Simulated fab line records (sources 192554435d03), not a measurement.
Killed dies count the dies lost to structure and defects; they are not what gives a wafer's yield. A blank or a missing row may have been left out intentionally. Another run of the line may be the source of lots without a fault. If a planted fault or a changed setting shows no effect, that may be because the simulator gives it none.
Matching of chambers | flow n5Finfet | N5_BEOL_M0_SAQP_STRIP_86 on rieDiel-06: 4 sister chambers
The step strips in N2/H2. 4 wafers are shown with their chamber, then 9 later ones without.

## WAFERS WITH THEIR CHAMBER
wafer  | chamber | drypumpMotorCurrentA (A)
L082.4 | 1       | 6.1
L085.6 | 3       | 4.9
L086.4 | 2       | 5.7
L086.5 | 0       | 6.5

## WAFERS MISSING THEIR CHAMBER
wafer  | drypumpMotorCurrentA (A)
L088.1 | 6.5
L088.2 | 5.0
L088.5 | 5.7
L090.1 | 5.0
L090.4 | 5.7
L090.6 | 6.5
L093.2 | 6.5
L093.4 | 6.0
L093.6 | 4.9

## WHICH CHAMBER EACH WENT THROUGH
wafer  | from the rows above | in truth
L088.1 | 0                   | 0
L088.2 | 3                   | 3
L088.5 | 2                   | 2
L090.1 | 3                   | 3
L090.4 | 2                   | 2
L090.6 | 0                   | 0
L093.2 | 0                   | 0
L093.4 | 1                   | 1
L093.6 | 3                   | 3
9 of 9 placed correctly. Can't be placed from these rows: 0. Placed wrongly: 0.
How it was worked out, from the rows above alone: a wafer's distance from a chamber is the root of the sum, over the readings, of the square of ((its reading less the chamber's mean) divided by the reading's scatter). If the next closest chamber is less than 2 further off than the closest, the wafer can't be placed; otherwise it belongs to the closest. Each chamber's mean is taken over the wafers shown for it. The scatter: with one shown wafer a chamber, the root of the mean of the squares of how far each hidden wafer lies from its nearest shown one.
